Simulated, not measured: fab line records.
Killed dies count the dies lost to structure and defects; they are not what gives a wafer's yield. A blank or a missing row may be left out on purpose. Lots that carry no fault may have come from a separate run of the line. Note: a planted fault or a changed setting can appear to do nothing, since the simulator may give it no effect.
Chamber matching || flow n5-finfet || 4 sister chambers for N5_DUMMY_GATE_STRIP_41 on rie-diel-03
The step strips in O2. 16 wafers are shown with their chamber, then 8 later ones without.

WAFERS, EACH WITH ITS CHAMBER
{"wafer": "L074.2", "chamber": 3, "drypump-motor-current-A (A)": 5.7, "showerhead-plenum-p-Torr (Torr)": 2.18, "throttle-valve-pct (%)": 16.84}
{"wafer": "L074.4", "chamber": 0, "drypump-motor-current-A (A)": 6.2, "showerhead-plenum-p-Torr (Torr)": 2.07, "throttle-valve-pct (%)": 16.58}
{"wafer": "L074.5", "chamber": 3, "drypump-motor-current-A (A)": 5.7, "showerhead-plenum-p-Torr (Torr)": 2.18, "throttle-valve-pct (%)": 16.85}
{"wafer": "L080.3", "chamber": 3, "drypump-motor-current-A (A)": 5.7, "showerhead-plenum-p-Torr (Torr)": 2.18, "throttle-valve-pct (%)": 16.87}
{"wafer": "L080.4", "chamber": 1, "drypump-motor-current-A (A)": 5.7, "showerhead-plenum-p-Torr (Torr)": 2.01, "throttle-valve-pct (%)": 16.87}
{"wafer": "L080.6", "chamber": 0, "drypump-motor-current-A (A)": 6.2, "showerhead-plenum-p-Torr (Torr)": 2.07, "throttle-valve-pct (%)": 16.60}
{"wafer": "L085.1", "chamber": 0, "drypump-motor-current-A (A)": 6.2, "showerhead-plenum-p-Torr (Torr)": 2.06, "throttle-valve-pct (%)": 16.60}
{"wafer": "L085.4", "chamber": 2, "drypump-motor-current-A (A)": 6.6, "showerhead-plenum-p-Torr (Torr)": 2.17, "throttle-valve-pct (%)": 16.98}
{"wafer": "L085.5", "chamber": 3, "drypump-motor-current-A (A)": 5.7, "showerhead-plenum-p-Torr (Torr)": 2.18, "throttle-valve-pct (%)": 16.87}
{"wafer": "L086.1", "chamber": 2, "drypump-motor-current-A (A)": 6.6, "showerhead-plenum-p-Torr (Torr)": 2.16, "throttle-valve-pct (%)": 16.98}
{"wafer": "L086.2", "chamber": 1, "drypump-motor-current-A (A)": 5.6, "showerhead-plenum-p-Torr (Torr)": 2.00, "throttle-valve-pct (%)": 16.88}
{"wafer": "L086.6", "chamber": 3, "drypump-motor-current-A (A)": 5.7, "showerhead-plenum-p-Torr (Torr)": 2.17, "throttle-valve-pct (%)": 16.87}
{"wafer": "L087.1", "chamber": 1, "drypump-motor-current-A (A)": 5.7, "showerhead-plenum-p-Torr (Torr)": 2.00, "throttle-valve-pct (%)": 16.89}
{"wafer": "L087.2", "chamber": 0, "drypump-motor-current-A (A)": 6.2, "showerhead-plenum-p-Torr (Torr)": 2.06, "throttle-valve-pct (%)": 16.62}
{"wafer": "L087.4", "chamber": 3, "drypump-motor-current-A (A)": 5.7, "showerhead-plenum-p-Torr (Torr)": 2.17, "throttle-valve-pct (%)": 16.89}
{"wafer": "L094.1", "chamber": 2, "drypump-motor-current-A (A)": 6.6, "showerhead-plenum-p-Torr (Torr)": 2.16, "throttle-valve-pct (%)": 16.48}

SIGNATURES (averages over the wafers above)
{"reading": "drypump-motor-current-A", "chamber 0": 6.200, "chamber 1": 5.667, "chamber 2": 6.600, "chamber 3": 5.700, "scatter within a chamber": 0.0236}
{"reading": "showerhead-plenum-p-Torr", "chamber 0": 2.0650, "chamber 1": 2.0033, "chamber 2": 2.1633, "chamber 3": 2.1767, "scatter within a chamber": 0.00553}
{"reading": "throttle-valve-pct", "chamber 0": 16.6000, "chamber 1": 16.8800, "chamber 2": 16.8133, "chamber 3": 16.8650, "scatter within a chamber": 0.119}
Rule: for a wafer and a chamber, the distance is found by dividing, reading by reading, the gap between the wafer's reading and the chamber's mean by the reading's scatter, squaring, summing and taking the root. If the next closest chamber is less than 2 further off than the closest, the wafer can't be placed; otherwise it belongs to the closest. The scatter is the square root of a quotient: the sum, over the shown wafers, of each reading's squared deviation from its chamber's mean, divided by wafers minus chambers.

WAFERS WITH NO CHAMBER GIVEN
{"wafer": "L094.5", "drypump-motor-current-A (A)": 6.6, "showerhead-plenum-p-Torr (Torr)": 2.16, "throttle-valve-pct (%)": 16.46}
{"wafer": "L094.6", "drypump-motor-current-A (A)": 5.7, "showerhead-plenum-p-Torr (Torr)": 2.00, "throttle-valve-pct (%)": 16.92}
{"wafer": "L095.1", "drypump-motor-current-A (A)": 5.7, "showerhead-plenum-p-Torr (Torr)": 1.99, "throttle-valve-pct (%)": 16.92}
{"wafer": "L095.2", "drypump-motor-current-A (A)": 6.6, "showerhead-plenum-p-Torr (Torr)": 2.16, "throttle-valve-pct (%)": 16.47}
{"wafer": "L095.5", "drypump-motor-current-A (A)": 5.7, "showerhead-plenum-p-Torr (Torr)": 2.17, "throttle-valve-pct (%)": 16.90}
{"wafer": "L097.3", "drypump-motor-current-A (A)": 5.7, "showerhead-plenum-p-Torr (Torr)": 1.99, "throttle-valve-pct (%)": 16.92}
{"wafer": "L097.5", "drypump-motor-current-A (A)": 5.7, "showerhead-plenum-p-Torr (Torr)": 2.17, "throttle-valve-pct (%)": 16.92}
{"wafer": "L097.6", "drypump-motor-current-A (A)": 6.6, "showerhead-plenum-p-Torr (Torr)": 2.16, "throttle-valve-pct (%)": 16.47}

THE CHAMBER EACH PASSED THROUGH
{"wafer": "L094.5", "from the rows above": 2, "in truth": 2}
{"wafer": "L094.6", "from the rows above": 1, "in truth": 1}
{"wafer": "L095.1", "from the rows above": 1, "in truth": 1}
{"wafer": "L095.2", "from the rows above": 2, "in truth": 2}
{"wafer": "L095.5", "from the rows above": 3, "in truth": 3}
{"wafer": "L097.3", "from the rows above": 1, "in truth": 1}
{"wafer": "L097.5", "from the rows above": 3, "in truth": 3}
{"wafer": "L097.6", "from the rows above": 2, "in truth": 2}
Placed correctly: 8 of 8. Not placeable from these rows: 0. 0 placed wrongly.
